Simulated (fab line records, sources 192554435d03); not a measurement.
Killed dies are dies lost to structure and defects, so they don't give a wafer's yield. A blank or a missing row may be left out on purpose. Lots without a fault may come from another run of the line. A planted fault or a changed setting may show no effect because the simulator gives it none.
Chamber matching | flow n5_finfet | N5_ILD0_LINER_00 on ald_sin-03: 4 sister chambers
The step material SiNx, target thk 4 nm, pulse time 1 s, purge time 2 s. 16 wafers are shown with their chamber, then 8 later ones without.

WAFERS WITH THEIR CHAMBER
wafer  | chamber | heater_power_w (W) | precursor_pulse_height_rel
L076.1 | 2       | 859                | 0.993
L076.3 | 1       | 756                | 0.995
L076.5 | 3       | 762                | 0.991
L078.1 | 2       | 848                | 0.994
L078.3 | 0       | 789                | 0.976
L078.6 | 3       | 772                | 1.037
L082.1 | 0       | 780                | 1.006
L082.2 | 3       | 757                | 1.013
L082.3 | 1       | 759                | 1.005
L083.2 | 3       | 778                | 0.983
L083.4 | 0       | 785                | 1.006
L083.5 | 1       | 764                | 1.015
L084.2 | 2       | 843                | 0.983
L084.3 | 3       | 775                | 0.985
L084.5 | 0       | 792                | 0.975
L086.1 | 3       | 781                | 0.990

SIGNATURES (means of the wafers above)
reading                    | chamber 0 | chamber 1 | chamber 2 | chamber 3 | scatter within a chamber
heater_power_w             | 786.50    | 759.67    | 850.00    | 770.83    | 7.59
precursor_pulse_height_rel | 0.99075   | 1.00500   | 0.99000   | 0.99983   | 0.0169
Rule: a wafer's distance from a chamber is the root of the sum, over the readings, of the square of ((its reading less the chamber's mean) divided by the reading's scatter). The wafer belongs to the nearest chamber; if the next one is less than 2 further off, it can't be placed. The scatter: the root of (the sum of the squares of (reading less its chamber's mean) over the shown wafers, divided by (wafers less chambers)).

WAFERS WITHOUT THEIR CHAMBER
wafer  | heater_power_w (W) | precursor_pulse_height_rel
L086.3 | 769                | 0.999
L086.4 | 780                | 0.972
L087.1 | 784                | 1.026
L087.3 | 820                | 1.031
L087.6 | 767                | 1.001
L089.4 | 850                | 0.992
L089.5 | 761                | 1.008
L089.6 | 842                | 0.976

WHICH CHAMBER EACH WENT THROUGH
wafer  | from the rows above          | in truth
L086.3 | can't be placed: 3 or 1      | 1
L086.4 | can't be placed: 0 or 3 or 1 | 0
L087.1 | can't be placed: 0 or 3 or 1 | 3
L087.3 | can't be placed: 2 or 0      | 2
L087.6 | can't be placed: 3 or 1      | 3
L089.4 | 2                            | 2
L089.5 | can't be placed: 1 or 3      | 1
L089.6 | 2                            | 2
Placed correctly: 2 of 8. Can't be placed from these rows: 6 (the true chamber is among the candidates in 6). Placed wrongly: 0.
